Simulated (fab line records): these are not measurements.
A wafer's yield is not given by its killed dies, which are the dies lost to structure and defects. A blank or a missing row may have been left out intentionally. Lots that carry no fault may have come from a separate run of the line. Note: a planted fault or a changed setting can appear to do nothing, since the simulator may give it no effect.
fab line records	flow nand_harc
record lots=12	wafers=36	last_day=33
route steps=1302 shown P_GATE@172 END@1302
lots with no fault: from the same line, run without faults
start_h: the number of hours between the record's first day and the start of the first shown wafer of the lot	wait_h: time in hours since the lot's previous step	" unchanged from the row above	L1.1+2: a row that stands for several wafers	- no value present, or no start provided	* or withheld: withheld	< > ~ a bound
route shown NAME@n: a module of which the file shows steps, and the number in the route of the first	usual: mean/standard deviation of fault-free wafers	same: alike in all rows	chamber/n: place in a boat	sites: readings site by site	_std_site: standard deviation of those values	_edge_site: mean of outer sites minus mean of inner sites	radius_mm: how far each site lies from the wafer's centre	mask NAME#n: copy n	behind: the last tool/chamber to shape the wafer	hold: cause of the lot's hold/its duration in hours/its outcome	device: the transistor (n, p or np) that didn't switch	end of line: the route-end tests of the same wafers	a step without rows: its recipe alone	killed: the dies lost at the first sort to structure and to defects; this is not the yield of the wafer	map: per-die view of a wafer (x killed, . not killed, _ where there is no die)
set.NAME: the setting as run; set.NAME@STEP: as run at that earlier step	model.NAME: the simulator's own value behind a step, which no gauge read
one table for each step of the route and one row for each wafer, over a sample of lots
services: from which hour (start_h, from the record's first day; less than 0 if before it) a tool's chamber was out of use, for how many hours, and why
## steps
# step NHARC_P_GATE_DESCUM_48
# recipe time_s=3	o2_flow_sccm=200	ar_flow_sccm=0	bias_power_w=0	chemistry=O2
# usual drypump_motor_current_A=5.8/0.46	oes_product_au=1.000/0.0077	rf_vpp_V=58.0/0.97	showerhead_plenum_p_Torr=1.95/0.079	throttle_valve_pct=11.312/0.009
lot.wafer	tool	chamber	start_h	wait_h	drypump_motor_current_A	oes_product_au	rf_hours_counter_h	rf_vpp_V	showerhead_plenum_p_Torr	throttle_valve_pct
L162.3	rie_diel-05	2	114.54	-	5.6	0.998	2.5	57.6	2.07	11.318
L162.2	"	3	"	"	5.5	1.004	2.0	58.5	2.04	11.327
L162.6	"	1	"	"	6.0	1.004	-	58.8	1.91	11.299
L163.2	rie_diel-05	3	122.00	-	5.5	1.003	2.7	59.9	2.04	11.295
L163.3	"	1	"	"	6.0	1.002	2.5	58.9	1.91	11.304
L163.5	"	2	"	"	5.6	0.998	-	58.6	2.07	11.319
L165.4	rie_diel-03	3	144.08	-	5.5	1.003	0.2	55.8	1.89	11.303
L165.2	"	2	"	"	5.0	1.002	0.2	58.3	1.92	11.296
L165.5	"	3	"	"	5.6	0.996	-	58.4	1.89	11.307
L167.3	rie_diel-05	3	158.73	-	5.5	1.001	6.0	58.1	2.04	11.310
L167.6	"	0	"	"	5.5	0.988	-	59.9	2.01	11.304
L167.5	"	1	"	"	6.0	1.000	-	56.7	1.91	11.310
L169.3	rie_diel-05	2	179.80	-	5.6	1.004	7.2	57.8	2.07	11.321
L169.2	"	3	"	"	5.5	1.003	6.2	59.1	2.04	11.292
L169.5	"	1	"	"	6.0	1.012	-	57.7	1.91	11.301
L170.4	rie_diel-03	1	185.61	-	6.2	1.010	3.8	58.9	1.90	11.316
L170.2	"	0	"	"	6.5	1.007	3.3	58.2	2.00	11.295
L170.6	"	2	"	"	5.0	1.005	-	57.3	1.92	11.331
L171.1	rie_diel-03	0	204.82	-	6.5	1.018	5.0	57.4	2.00	11.328
L171.2	"	1	"	"	6.2	1.002	5.6	57.3	1.89	11.313
L171.6	"	0	"	"	6.5	1.006	-	58.7	2.00	11.333
L174.2	rie_diel-05	0	224.04	-	5.4	1.002	5.5	59.8	2.01	11.323
L174.6	"	1	"	"	6.1	0.998	-	58.2	1.91	11.321
L174.5	"	2	"	"	5.6	1.000	-	58.8	2.07	11.295
L175.2	rie_diel-04	2	238.44	-	6.0	0.998	1.4	59.1	1.79	11.315
L175.6	"	0	"	"	6.6	0.994	-	57.8	1.87	11.327
L175.5	"	1	"	"	5.5	0.987	-	57.7	2.04	11.304
L183.4	rie_diel-05	2	323.23	-	5.6	0.990	4.0	59.2	2.07	11.312
L183.2	"	0	"	"	5.4	0.996	6.2	58.0	2.01	11.319
L183.5	"	2	"	"	5.7	0.998	-	58.3	2.07	11.306
L184.3	rie_diel-03	2	331.18	-	5.0	1.002	2.5	57.7	1.92	11.316
L184.4	"	3	"	"	5.6	0.996	2.9	58.3	1.88	11.303
L184.2	"	0	"	"	6.5	0.985	2.5	58.0	2.00	11.297
L185.1	rie_diel-04	2	342.67	-	6.0	0.992	4.4	58.2	1.79	11.309
L185.3	"	0	"	"	6.6	0.990	5.7	59.7	1.87	11.312
L185.6	"	3	"	"	5.6	1.002	-	59.4	1.92	11.313
# step NHARC_P_GATE_CD_MEAS_91
# recipe target_cd_nm=2000	landing_energy_ev=500
# usual cd_nm=1999.6/1.5
lot.wafer	tool	chamber	start_h	wait_h	cd_nm
L162.2	cd_sem-02	0	117.86	-	1999.1
L162.3	"	0	"	"	1999.3
L162.6	"	0	"	"	1999.1
L163.2	cd_sem-01	0	125.32	-	2000.8
L163.3	"	0	"	"	2000.9
L163.5	"	0	"	"	2000.6
L165.2	cd_sem-03	0	147.39	-	1997.1
L165.4	"	0	"	"	1997.8
L165.5	"	0	"	"	1999.4
L167.3	cd_sem-03	0	162.02	-	1999.1
L167.5	"	0	"	"	1998.6
L167.6	"	0	"	"	1999.5
L169.2	cd_sem-01	0	183.09	-	1998.6
L169.3	"	0	"	"	1999.4
L169.5	"	0	"	"	1998.0
L170.2	cd_sem-03	0	188.92	-	1998.5
L170.4	"	0	"	"	1997.8
L170.6	"	0	"	"	1998.6
L171.1	cd_sem-03	0	207.98	-	1997.7
L171.2	"	0	"	"	1998.2
L171.6	"	0	"	"	2000.5
L174.2	cd_sem-02	0	227.19	-	1997.5
L174.5	"	0	"	"	1999.2
L174.6	"	0	"	"	1998.0
L175.2	cd_sem-02	0	241.60	-	2000.1
L175.5	"	0	"	"	1997.5
L175.6	"	0	"	"	1999.0
L183.2	cd_sem-02	0	326.55	-	1995.2
L183.4	"	0	"	"	1996.4
L183.5	"	0	"	"	1998.8
L184.2	cd_sem-02	0	334.87	-	1997.3
L184.3	"	0	"	"	1999.7
L184.4	"	0	"	"	1998.7
L185.1	cd_sem-01	0	345.84	-	2002.6
L185.3	"	0	"	"	2002.0
L185.6	"	0	"	"	2003.1
# step NHARC_P_GATE_STRIP_95
# recipe power_w=1500	temp_c=250	chemistry=O2
# usual drypump_motor_current_A=5.9/0.5	heater_power_w=335/33	rf_refl_power_W=27/7.9
lot.wafer	tool	chamber	start_h	wait_h	drypump_motor_current_A	heater_power_w	rf_hours_counter_h	rf_refl_power_W
L162.2	plasma_asher-01	1	119.11	0.6	5.2	349	25	20
L162.3	"	0	"	"	6.4	295	-	28
L162.6	"	1	"	"	5.2	350	-	20
L163.2	plasma_asher-01	0	126.57	0.5	6.4	291	28	28
L163.3	"	1	"	"	5.2	349	-	20
L163.5	"	0	"	"	6.4	295	-	29
L165.2	plasma_asher-02	0	148.65	0.5	6.2	392	14	23
L165.4	"	1	"	"	5.7	337	-	42
L165.5	"	0	"	"	6.2	379	-	22
L167.3	plasma_asher-02	0	163.30	0.4	6.2	387	-	24
L167.5	"	0	"	"	6.2	395	-	22
L167.6	"	1	"	"	5.7	345	-	44
L169.2	plasma_asher-01	0	184.34	0.5	6.4	304	2	28
L169.3	"	0	"	"	6.4	301	-	28
L169.5	"	1	"	"	5.2	317	-	20
L170.2	plasma_asher-02	1	190.16	0.5	5.7	344	24	44
L170.4	"	1	"	"	5.7	350	-	44
L170.6	"	1	"	"	5.7	342	-	42
L171.2	plasma_asher-02	0	209.22	0.6	6.2	386	27	23
L171.1	"	1	"	"	5.7	342	27	42
L171.6	"	0	"	"	6.2	401	-	22
L174.2	plasma_asher-01	1	228.43	0.6	5.2	323	11	21
L174.6	"	1	"	"	5.2	323	-	20
L174.5	"	0	"	"	6.4	305	-	28
L175.2	plasma_asher-01	0	242.86	0.5	6.4	301	14	27
L175.5	"	1	"	"	5.2	324	-	20
L175.6	"	0	"	"	6.4	297	-	27
L183.2	plasma_asher-01	0	327.83	0.5	6.4	303	31	27
L183.4	"	0	"	"	6.4	307	-	29
L183.5	"	1	"	"	5.2	332	-	21
L184.2	plasma_asher-01	0	336.13	0.6	6.4	298	33	28
L184.4	"	0	"	"	6.4	309	-	27
L184.3	"	1	"	"	5.2	321	-	20
L185.1	plasma_asher-02	1	347.51	0.6	5.8	341	19	42
L185.3	"	0	"	"	6.2	388	-	23
L185.6	"	0	"	"	6.2	377	-	22
# step NHARC_P_GATE_STRIP_67
# recipe time_s=600	temp_c=130	chemistry=SPM
lot.wafer	tool	chamber	start_h	wait_h
L162.2+3+6	wet_bench-03	7,0,4	120.48	0.1
L163.3+2+5	wet_bench-03	1,3,4	127.92	0.1
L165.4+5+2	wet_bench-03	3,4,0	150.01	0.1
L167.5+6+3	wet_bench-09	2,6,7	164.67	0.1
L169.2+5+3	wet_bench-07	3,4,6	185.86	0.2
L170.6+2+4	wet_bench-09	3,5,0	191.51	0.0
L171.2+1+6	wet_bench-09	6,2,3	210.58	0.1
L174.5+6+2	wet_bench-09	2,4,6	229.80	0.1
L175.5+2+6	wet_bench-09	2,4,5	244.24	0.1
L183.2+5+4	wet_bench-07	6,7,0	329.22	0.2
L184.2+4+3	wet_bench-09	4,5,7	337.80	0.2
L185.1+3+6	wet_bench-07	1,2,5	348.88	0.2
# step NHARC_P_GATE_INSPECT_68
# usual raw_defect_count=211/87
lot.wafer	tool	chamber	start_h	wait_h	raw_defect_count
L162.2	defect_inspect-02	-	120.93	0.1	508
L162.3	"	-	"	"	426
L162.6	"	-	"	"	420
L163.2	defect_inspect-01	-	128.38	0.1	173
L163.3	"	-	"	"	229
L163.5	"	-	"	"	229
L165.2	defect_inspect-02	-	150.49	0.2	255
L165.4	"	-	"	"	272
L165.5	"	-	"	"	162
L167.3	defect_inspect-02	-	165.13	0.1	192
L167.5	"	-	"	"	138
L167.6	"	-	"	"	174
L169.2	defect_inspect-02	-	186.30	0.1	191
L169.3	"	-	"	"	165
L169.5	"	-	"	"	459
L170.2	defect_inspect-01	-	191.97	0.1	120
L170.4	"	-	"	"	119
L170.6	"	-	"	"	135
L171.1	defect_inspect-02	-	211.04	0.2	162
L171.2	"	-	"	"	156
L171.6	"	-	"	"	110
L174.2	defect_inspect-02	-	230.25	0.1	552
L174.5	"	-	"	"	539
L174.6	"	-	"	"	479
L175.2	defect_inspect-01	-	244.70	0.1	568
L175.5	"	-	"	"	461
L175.6	"	-	"	"	569
L183.2	defect_inspect-02	-	329.66	0.1	140
L183.4	"	-	"	"	83
L183.5	"	-	"	"	117
L184.2	defect_inspect-02	-	338.25	0.1	210
L184.3	"	-	"	"	264
L184.4	"	-	"	"	184
L185.1	defect_inspect-02	-	349.33	0.2	177
L185.3	"	-	"	"	251
L185.6	"	-	"	"	280
# step NHARC_END_SORT_01
# recipe temp_c=25
# usual killed_at_array=61/22	killed_at_other=0.8/1	killed_at_periphery=3.8/2.3	killed_dies=66/22	killed_open=3.2/1.9	killed_short=2.8/1.8
# same gross_dies=677
lot.wafer	tool	chamber	start_h	wait_h	killed_at_array	killed_at_other	killed_at_periphery	killed_dies	killed_open	killed_short
L165.2	prober-02	0	582.89	2.8	93	0	4	97	3	1
L165.4	prober-02	0	584.48	3.4	70	0	5	75	1	2
L165.5	prober-02	0	585.28	3.7	87	0	6	93	3	1
L163.2	prober-01	0	590.65	2.8	40	0	3	43	3	3
L163.3	prober-01	0	591.45	3.1	44	1	3	48	3	0
L163.5	prober-01	0	593.07	3.7	57	1	6	64	6	2
L167.3	prober-01	0	610.11	3.1	49	1	0	50	3	1
L167.5	prober-01	0	611.69	3.7	40	0	4	44	2	4
L167.6	prober-01	0	612.48	4.0	47	0	2	49	2	2
L169.2	prober-02	0	640.28	2.8	33	2	4	39	4	3
L169.3	prober-02	0	641.08	3.1	39	2	3	44	2	4
L169.5	prober-02	0	642.66	3.7	29	1	2	32	5	1
L174.2	prober-02	0	658.86	2.8	64	0	76	140	2	4
L174.5	prober-02	0	661.28	3.7	36	0	77	113	1	2
L174.6	prober-02	0	662.08	4.0	54	1	53	108	1	2
L175.2	prober-02	0	697.21	2.8	71	1	55	127	4	2
L175.5	prober-02	0	699.54	3.6	68	1	72	141	2	3
L175.6	prober-02	0	700.31	3.9	76	1	33	110	3	4
L185.1	prober-01	0	798.72	2.5	37	1	4	42	5	5
L185.3	prober-01	0	800.33	3.1	40	3	8	51	5	7
L185.6	prober-01	0	802.74	4.0	42	1	5	48	4	4
# killed by level:class
L165.2 A_CHANNEL_HOLE_D2:chamber_film_flake=39 A_CHANNEL_HOLE_D1:chamber_film_flake=37 A_STAIRCASE:chamber_film_flake=9 P_GATE:chamber_film_flake=2 A_DECK1_JOINT:chamber_film_flake=2 A_ONON_D2:geometric_particle:open=1 A_CHANNEL_HOLE_D2:geometric_particle:open=1 A_M0:geometric_particle:open=1
L165.4 A_CHANNEL_HOLE_D1:chamber_film_flake=30 A_CHANNEL_HOLE_D2:chamber_film_flake=23 A_STAIRCASE:chamber_film_flake=6 P_GATE:chamber_film_flake=4 A_SLIT:chamber_film_flake=3 A_CONTACT:unspecified=2 A_ONON_D1:geometric_particle:open=1 A_CHANNEL_FILL_D1:geometric_particle:short=1
L165.5 A_CHANNEL_HOLE_D2:chamber_film_flake=41 A_CHANNEL_HOLE_D1:chamber_film_flake=30 P_GATE:chamber_film_flake=5 A_STAIRCASE:chamber_film_flake=5 A_CONTACT:chamber_film_flake=4 A_SLIT:chamber_film_flake=2 A_SOURCE_PLATE:geometric_particle:open=1 A_DECK1_JOINT:geometric_particle:open=1
L163.2 A_SLIT:chamber_film_flake=24 A_CHANNEL_HOLE_D2:chamber_film_flake=6 A_M0:geometric_particle:open=3 A_CONTACT:chamber_film_flake=2 A_CHANNEL_FILL_D1:geometric_particle:short=1 A_SGD_CUT:geometric_particle:short=1 A_WL_FILL:geometric_particle:short=1 P_STI:chamber_film_flake=1
L163.3 A_SLIT:chamber_film_flake=28 A_CHANNEL_HOLE_D2:chamber_film_flake=6 A_CONTACT:chamber_film_flake=4 P_GATE:chamber_film_flake=2 P_GATE:geometric_particle:open=1 A_BLC:geometric_particle:open=1 A_M0:geometric_particle:open=1 A_CHANNEL_HOLE_D1:chamber_film_flake=1
L163.5 A_SLIT:chamber_film_flake=34 A_CHANNEL_HOLE_D2:chamber_film_flake=8 A_ONON_D1:geometric_particle:open=2 P_ZERO_WELL:chamber_film_flake=2 A_DECK1_JOINT:chamber_film_flake=2 A_STAIRCASE:chamber_film_flake=2 P_M0:geometric_particle:open=1 A_ONON_D2:geometric_particle:open=1
L167.3 A_CHANNEL_HOLE_D2:chamber_film_flake=31 A_CHANNEL_HOLE_D1:chamber_film_flake=4 A_DECK1_JOINT:chamber_film_flake=4 A_CONTACT:chamber_film_flake=3 A_M0:geometric_particle:open=2 A_STAIRCASE:chamber_film_flake=2 A_CHANNEL_HOLE_D1:geometric_particle:short=1 A_ONON_D2:geometric_particle:open=1
L167.5 A_CHANNEL_HOLE_D2:chamber_film_flake=27 A_CONTACT:chamber_film_flake=5 A_CHANNEL_FILL_D1:geometric_particle:short=2 P_M1:chamber_film_flake=2 A_CHANNEL_HOLE_D2:geometric_particle:short=1 A_WL_FILL:geometric_particle:short=1 A_BLC:geometric_particle:open=1 A_M0:geometric_particle:open=1
L167.6 A_CHANNEL_HOLE_D2:chamber_film_flake=30 A_CONTACT:chamber_film_flake=5 A_CHANNEL_HOLE_D1:chamber_film_flake=4 A_DECK1_JOINT:chamber_film_flake=3 A_ONON_D2:geometric_particle:open=1 A_WL_FILL:geometric_particle:short=1 A_BLC:geometric_particle:short=1 A_M0:geometric_particle:open=1
L169.2 A_CHANNEL_HOLE_D2:chamber_film_flake=12 A_CONTACT:chamber_film_flake=7 A_CHANNEL_HOLE_D1:chamber_film_flake=5 P_CONTACT:geometric_particle:open=2 A_CHANNEL_FILL_D1:geometric_particle:short=2 A_M0:chamber_film_flake=2 A_BONDPAD:chamber_film_flake=2 THIN_TSV:chamber_film_flake=2
L169.3 A_CHANNEL_HOLE_D2:chamber_film_flake=17 A_CONTACT:chamber_film_flake=8 A_CHANNEL_HOLE_D1:chamber_film_flake=3 A_BONDPAD:chamber_film_flake=3 A_CHANNEL_FILL_D1:geometric_particle:short=2 A_STAIRCASE:chamber_film_flake=2 P_CONTACT:geometric_particle:open=1 P_M1:geometric_particle:short=1
L169.5 A_CHANNEL_HOLE_D2:chamber_film_flake=7 A_CHANNEL_HOLE_D1:chamber_film_flake=4 A_CONTACT:chamber_film_flake=4 A_SLIT:chamber_film_flake=3 A_ONON_D1:geometric_particle:open=2 A_STAIRCASE:chamber_film_flake=2 A_WL_FILL:chamber_film_flake=2 A_M0:chamber_film_flake=2
L174.2 P_GATE:unspecified=74 A_SLIT:chamber_film_flake=38 A_ZERO_WELL:chamber_film_flake=5 A_CHANNEL_HOLE_D1:chamber_film_flake=4 A_CONTACT:chamber_film_flake=3 P_ZERO_WELL:chamber_film_flake=2 A_CHANNEL_HOLE_D2:chamber_film_flake=2 A_M1:chamber_film_flake=2
L174.5 P_GATE:unspecified=75 A_SLIT:chamber_film_flake=19 A_CHANNEL_HOLE_D1:chamber_film_flake=4 A_CONTACT:chamber_film_flake=4 P_CONTACT:chamber_film_flake=2 A_CHANNEL_FILL_D2:chamber_film_flake=2 A_M1:chamber_film_flake=2 A_CHANNEL_FILL_D1:geometric_particle:short=1
L174.6 P_GATE:unspecified=52 A_SLIT:chamber_film_flake=34 A_CHANNEL_HOLE_D1:chamber_film_flake=5 A_CHANNEL_FILL_D2:chamber_film_flake=3 A_CONTACT:chamber_film_flake=3 A_ZERO_WELL:chamber_film_flake=2 A_ONON_D2:geometric_particle:short=1 A_M0:geometric_particle:short=1
L175.2 P_GATE:unspecified=54 A_CHANNEL_HOLE_D1:chamber_film_flake=33 A_SLIT:chamber_film_flake=21 A_CONTACT:chamber_film_flake=6 A_WL_FILL:chamber_film_flake=3 P_CONTACT:geometric_particle:open=1 A_ONON_D1:geometric_particle:short=1 A_CHANNEL_HOLE_D1:geometric_particle:open=1
L175.5 P_GATE:unspecified=69 A_CHANNEL_HOLE_D1:chamber_film_flake=33 A_SLIT:chamber_film_flake=20 A_CONTACT:chamber_film_flake=4 A_WL_FILL:chamber_film_flake=3 P_M0:geometric_particle:open=1 A_CHANNEL_HOLE_D2:geometric_particle:open=1 A_STAIRCASE:geometric_particle:short=1
L175.6 P_GATE:unspecified=31 A_SLIT:chamber_film_flake=31 A_CHANNEL_HOLE_D1:chamber_film_flake=28 A_CONTACT:chamber_film_flake=6 A_WL_FILL:chamber_film_flake=2 P_M0:geometric_particle:open=1 A_ONON_D1:geometric_particle:open=1 A_CHANNEL_FILL_D1:geometric_particle:short=1
L185.1 A_CHANNEL_HOLE_D1:chamber_film_flake=10 A_SLIT:chamber_film_flake=10 A_CONTACT:chamber_film_flake=5 A_CHANNEL_HOLE_D2:chamber_film_flake=2 P_GATE:geometric_particle:open=1 P_GATE:geometric_particle:short=1 A_SOURCE_PLATE:geometric_particle:short=1 A_ONON_D1:geometric_particle:short=1
L185.3 A_CHANNEL_HOLE_D1:chamber_film_flake=15 A_SLIT:chamber_film_flake=9 A_CONTACT:chamber_film_flake=7 P_GATE:chamber_film_flake=4 A_SOURCE_PLATE:geometric_particle:short=2 THIN_TSV:chamber_film_flake=2 P_GATE:geometric_particle:open=1 P_M0:geometric_particle:open=1
L185.6 A_CHANNEL_HOLE_D1:chamber_film_flake=20 A_SLIT:chamber_film_flake=9 A_CONTACT:chamber_film_flake=7 A_ONON_D1:geometric_particle:short=3 P_CONTACT:geometric_particle:open=2 P_M2:geometric_particle:open=1 A_CHANNEL_FILL_D2:geometric_particle:short=1 A_SLIT:geometric_particle:open=1
## services
tool	chamber	start_h	hours	kind
wet_bench-07	-	91.29	2.0	repair
rie_diel-03	-	97.94	16.5	repair
rie_diel-03	0	135.67	5.0	repair
wet_bench-07	-	160.00	8.0	pm
plasma_asher-01	-	165.00	9.0	pm
wet_bench-09	-	176.80	8.0	pm
rie_diel-04	-	177.90	9.0	pm
rie_diel-04	-	202.13	0.5	repair
wet_bench-03	-	210.40	8.0	pm
plasma_asher-02	-	222.32	1.9	repair
rie_diel-05	-	229.60	9.0	pm
rie_diel-05	2	248.70	1.9	repair
plasma_asher-02	-	249.00	9.0	pm
rie_diel-03	2	255.55	3.6	repair
plasma_asher-01	-	264.48	3.5	repair
rie_diel-03	3	266.55	14.2	repair
rie_diel-05	2	276.29	23.8	repair
rie_diel-03	-	291.41	9.0	pm
rie_diel-05	2	311.35	4.4	repair
rie_diel-04	2	320.19	3.4	repair
rie_diel-03	1	322.78	5.0	repair
rie_diel-05	0	333.72	21.2	repair
wet_bench-07	-	336.00	8.0	pm
plasma_asher-01	-	342.00	9.0	pm
## key
first_sign step=NHARC_P_GATE_INSPECT_68	reading=raw_defect_count	direction=up	sigmas=3.6	usual=211	struck=528
effect step=NHARC_END_SORT_01	reading=killed_at_periphery	direction=up	sigmas=25	usual=3.8	struck=61
more_kills_born_at NHARC_P_GATE_STRIP_67@wet_bench-09=355
met_at NHARC_P_GATE_STRIP_67
struck_lots L174,L175
tester_left_out L174,L175
not_acting_at NHARC_P_GATE_DESCUM_48,NHARC_P_GATE_CD_MEAS_91,NHARC_P_GATE_STRIP_95
onset_between 210.58 229.80
fault kind=chamber_particle_source	tool=wet_bench-09	chamber=-	onset_h=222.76	steps=NHARC_P_GATE_STRIP_67	rate_per_visit_cm2=0.49586	end_h=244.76
# tester_left_out: of these lots the tester's yield and bins aren't shown, on N5 and GAA mostly nor the transistor test; their killed dies are dies lost to structure and defects alone, not to doping, threshold or leakage, so they don't give the yield
